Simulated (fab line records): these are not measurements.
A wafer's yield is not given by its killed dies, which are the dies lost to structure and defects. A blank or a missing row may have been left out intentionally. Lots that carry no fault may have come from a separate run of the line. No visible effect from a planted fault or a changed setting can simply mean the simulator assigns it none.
Chamber matching -- flow nand-harc -- 3 sister chambers for NHARC_A_STAIRCASE_DEP_325 on pecvd-04
The step deposits SiO2, target thk 3800 nm. 6 wafers are shown with their chamber, then 7 later ones without.

## WAFERS, EACH WITH ITS CHAMBER
wafer,chamber,heater-power-w (W)
L075.3,1,852
L085.2,0,747
L085.3,1,900
L085.4,2,510
L091.2,2,609
L091.3,0,753

## WAFERS MISSING THEIR CHAMBER
wafer,heater-power-w (W)
L091.4,632
L095.2,583
L095.4,618
L095.6,504
L097.2,736
L097.3,855
L097.4,481

## WHICH CHAMBER EACH WENT THROUGH
wafer,from the rows above,in truth
L091.4,can't be placed: 2 or 0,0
L095.2,2,2
L095.4,can't be placed: 2 or 0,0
L095.6,2,2
L097.2,0,0
L097.3,can't be placed: 1 or 0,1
L097.4,2,2
4 of 7 placed correctly. These rows do not allow placing 3 (true chamber among the candidates in 3). 0 placed wrongly.
How it was worked out, from the rows above alone: a wafer's distance from a chamber is the root of the sum, over the readings, of the square of ((its reading less the chamber's mean) divided by the reading's scatter). The wafer belongs to the nearest chamber; if the next one is less than 2 further off, it can't be placed. For every chamber, the mean is computed from those of its wafers that are shown. How the scatter is found: for the shown wafers, subtract from each reading the mean of its chamber, square and add these, divide the total by (wafers less chambers), then take the root.
